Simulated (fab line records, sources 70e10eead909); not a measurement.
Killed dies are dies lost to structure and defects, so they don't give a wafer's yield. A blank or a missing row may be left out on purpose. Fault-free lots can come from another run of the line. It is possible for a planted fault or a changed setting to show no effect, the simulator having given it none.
Which tool was responsible?    flow nand harc    6 lots with 18 wafers sampled at 5 steps, on a route of 1159 steps

## WHAT THE GAUGES SHOWED, per wafer
NHARC_END_SORT_01.
lot    measured    on    defect limited yield (%)

## EACH LOT AND THE TOOL THAT RAN IT (in order: tool; ch and the chambers of the sampled wafers; start)
lot   NHARC_THIN_TSV_ETCH_15            NHARC_THIN_TSV_CMP_21          NHARC_THIN_TSV_ETCH_59             NHARC_THIN_TSV_ETCH_36
L132  rie si-01 ch 0,2,3, day 19 19:07  cmp-01 ch 0,3, day 19 22:41    rie metal-01 ch 0,1, day 20 00:37  rie metal-01 ch 0,1, day 20 00:51
L134  rie si-01 ch 0,3, day 19 22:07    cmp-01 ch 2,3, day 20 01:39    rie metal-02 ch 0,1, day 20 03:25  rie metal-02 ch 0,1, day 20 03:41
L137  rie si-01 ch 0,3, day 20 01:05    cmp-01 ch 0,2,3, day 20 04:47  rie metal-03 ch 0,1, day 20 06:40  rie metal-03 ch 0,1, day 20 06:56
L141  rie si-04 ch 1,3, day 20 14:04    cmp-02 ch 1,2, day 20 17:38    rie metal-03 ch 0,1, day 20 19:31  rie metal-03 ch 0,1, day 20 19:43
L149  rie si-01 ch 0,1,3, day 22 14:13  cmp-01 ch 0,2,3, day 22 17:43  rie metal-01 ch 0,1, day 22 19:35  rie metal-01 ch 0,1, day 22 19:51
L153  rie si-01 ch 2,3, day 24 11:46    cmp-01 ch 0,2,3, day 24 15:16  rie metal-01 ch 0,1, day 24 17:39  rie metal-01 ch 0,1, day 24 17:52
- NHARC_THIN_TSV_ETCH_15: target depth 3000 nm, bosch target overetch cycles 2, bosch etch step 2.8 s.
- NHARC_THIN_TSV_CMP_21: polishes, t overpolish 30 s, target thk 2000 nm.
- NHARC_THIN_TSV_ETCH_59: etches the open film in Cl2/BCl3, target depth 880 nm, time 138.1 s.
- NHARC_THIN_TSV_ETCH_36: etches the open film in Cl2/BCl3, target depth 65 nm, time 18.571 s.

## THE ANSWER, worked out from the rows above alone
Rule: what is usual is taken from the lots themselves. Put in order of their means at a reading, lots are off if they are a third of the lots or fewer, leave a main group of 4 or more, and stand apart from it by a gap of 3 or more times the standard deviation of the main group's means; of several such gaps the widest counts. Not used: any main group whose means are identical at the precision the tables above print for the reading. A lot without any number at a reading at which 4 lots or more have one is off too. Any other lot the step has rows for is counted as sound.
No lot is off on any of the readings shown, so nothing can be concluded from this.

## WHAT THE SIMULATOR PUT IN
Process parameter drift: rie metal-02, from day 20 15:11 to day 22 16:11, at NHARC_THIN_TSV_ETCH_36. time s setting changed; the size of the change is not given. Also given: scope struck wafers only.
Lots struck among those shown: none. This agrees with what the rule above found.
